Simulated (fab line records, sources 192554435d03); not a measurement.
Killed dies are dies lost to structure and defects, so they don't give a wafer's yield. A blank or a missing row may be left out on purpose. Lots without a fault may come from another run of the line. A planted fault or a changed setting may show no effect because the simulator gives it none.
Chamber matching | flow n5_finfet | N5_SDB_HM_OPEN_20 on rie_diel-02: 4 sister chambers
The step chemistry CH3F/O2, target SiNx, stops on poly-Si, target depth 24 nm. 4 wafers are shown with their chamber, then 8 later ones without.

WAFERS WITH THEIR CHAMBER
wafer  | chamber | showerhead_plenum_p_Torr (Torr)
L089.2 | 1       | 2.00
L089.3 | 0       | 1.93
L089.6 | 3       | 2.02
L092.3 | 2       | 2.00

WAFERS WITHOUT THEIR CHAMBER
wafer  | showerhead_plenum_p_Torr (Torr)
L092.4 | 1.93
L092.6 | 2.00
L096.1 | 2.00
L096.2 | 1.93
L096.3 | 2.01
L097.1 | 2.01
L097.2 | 2.00
L097.4 | 1.93

WHICH CHAMBER EACH WENT THROUGH
wafer  | from the rows above          | in truth
L092.4 | 0                            | 0
L092.6 | can't be placed: 1 or 2      | 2
L096.1 | can't be placed: 1 or 2      | 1
L096.2 | 0                            | 0
L096.3 | can't be placed: 1 or 2 or 3 | 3
L097.1 | can't be placed: 1 or 2 or 3 | 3
L097.2 | can't be placed: 1 or 2      | 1
L097.4 | 0                            | 0
Placed correctly: 3 of 8. Can't be placed from these rows: 5 (the true chamber is among the candidates in 5). Placed wrongly: 0.
How it was worked out, from the rows above alone: a wafer's distance from a chamber is the root of the sum, over the readings, of the square of ((its reading less the chamber's mean) divided by the reading's scatter). The wafer belongs to the nearest chamber; if the next one is less than 2 further off, it can't be placed. A chamber's mean is the mean of its shown wafers. The scatter: with one shown wafer a chamber, the root of the mean of the squares of how far each hidden wafer lies from its nearest shown one.
